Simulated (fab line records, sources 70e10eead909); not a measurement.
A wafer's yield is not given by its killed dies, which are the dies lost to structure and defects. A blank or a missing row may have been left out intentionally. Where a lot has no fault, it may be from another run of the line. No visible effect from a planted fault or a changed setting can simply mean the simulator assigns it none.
A lot that was struck, set against a sound lot | flow nand_harc | 16 steps out of a route of 1302
Sound: wafers L208.3, L208.5, L208.6. The struck wafers were L211.2, L211.3, L211.6. The cause is given at the end.
At each step with rows: each side's tool, then ch and its chambers, then its first start. Under that, the readings that differ: sound wafers | struck wafers | difference of the means | sigmas: that difference in standard deviations of wafers without a fault.
alike: words and numbers the same on both sides, and readings whose means are apart by under 2 such deviations; not compared: readings that were withheld, readings missing a value for some wafer, numbers with overlapping values and no deviation given by the record, and bounds like >300 which may hide the same value.
A row with sigmas, a row that says differs or no value, or rows on one side alone: a step with any of these is where the two part. Numbers that don't overlap but have no deviation are shown without sigmas and don't part them. A reading that every wafer of one side lacks parts them only if that side has two wafers or more.

first, 1 step without rows for these wafers: NHARC_A_DECK1_JOINT_SRD_15.
NHARC_A_DECK1_JOINT_DEP_16: deposits SiO2, target thk 45 nm.
  sound on pecvd-01 ch 1,2, day 13 16:40; struck on pecvd-01 ch 1,2, day 14 12:13
  alike: flow_sccm, heater_power_outer_w, heater_power_w, throttle_valve_pct
NHARC_A_DECK1_JOINT_THK_MEAS_17: measures by ellipsometry.
  sound: film_metro-02 at day 13 16:55; struck: film_metro-01 at day 14 12:28
  reading     | sound          | struck         | difference | sigmas
  thk_nm (nm) | 42.6 44.4 43.5 | 45.9 45.7 47.1 | +2.7       | +2
NHARC_A_DECK1_JOINT_INSPECT_05:
  sound: defect_inspect-02 at day 13 16:57; struck: defect_inspect-02 at day 14 12:30
  alike: raw_defect_count
next comes 1 step that has no rows for these wafers: NHARC_A_ONON_D2_DEP_00 (target thickness 1000 nm).
NHARC_A_ONON_D2_THK_MEAS_02: measures by ellipsometry.
  sound: film_metro-01 at day 13 17:32; struck: film_metro-02 at day 14 13:05
  alike: thk_nm
next comes 1 step that has no rows for these wafers: NHARC_A_ONON_D2_DEP_03 (target thickness 1000 nm).
NHARC_A_ONON_D2_THK_MEAS_05: measures by ellipsometry.
  sound: film_metro-02 at day 13 18:06; struck: film_metro-02 at day 14 13:38
  alike: thk_nm
next comes 1 step that has no rows for these wafers: NHARC_A_ONON_D2_DEP_06 (target thickness 1000 nm).
NHARC_A_ONON_D2_THK_MEAS_08: measures by ellipsometry.
  sound: film_metro-02 at day 13 18:40; struck: film_metro-01 at day 14 14:13
  alike: thk_nm
next comes 1 step that has no rows for these wafers: NHARC_A_ONON_D2_DEP_09 (target thickness 1000 nm).
NHARC_A_ONON_D2_THK_MEAS_11: measures by ellipsometry.
  sound: film_metro-02 at day 13 19:14; struck: film_metro-01 at day 14 14:47
  alike: thk_nm
NHARC_A_ONON_D2_DEP_12: target thk 1000 nm.
  sound on pecvd_onon-03 ch 0, day 13 19:25; struck on pecvd_onon-03 ch 0, day 14 14:54
  alike: n2_flow_sccm, nh3_flow_sccm
NHARC_A_ONON_D2_THK_MEAS_14: measures by ellipsometry.
  sound: film_metro-01 at day 13 19:49; struck: film_metro-02 at day 14 15:21
  reading     | sound        | struck      | difference | sigmas
  thk_nm (nm) | 1000 999 998 | 707 707 707 | -292       | -27
then, 1 step without rows for these wafers: NHARC_A_ONON_D2_ANNEAL_15 (time 3600 s).
-- the record jumps here: 12 days lie between the struck wafers' starts before and after (it left off in module A_ONON_D2 and takes up again in module END, whose first step shown is number 1302 of the route) --
NHARC_END_SORT_01:
  sound on prober-01 ch 0, day 25 06:26; struck on prober-01 ch 0, day 26 10:47
  reading         | sound    | struck      | difference | sigmas
  killed_at_array | 74 85 85 | 671 671 675 | +591       | +28
  killed_dies     | 79 89 88 | 677 677 677 | +592       | +30
  alike: killed_at_other, killed_at_periphery, killed_open, killed_short

== WHERE THEY PART ==
Earliest at NHARC_A_DECK1_JOINT_THK_MEAS_17; latest, in this record, at NHARC_END_SORT_01.

WHY: what had been put in by the simulator
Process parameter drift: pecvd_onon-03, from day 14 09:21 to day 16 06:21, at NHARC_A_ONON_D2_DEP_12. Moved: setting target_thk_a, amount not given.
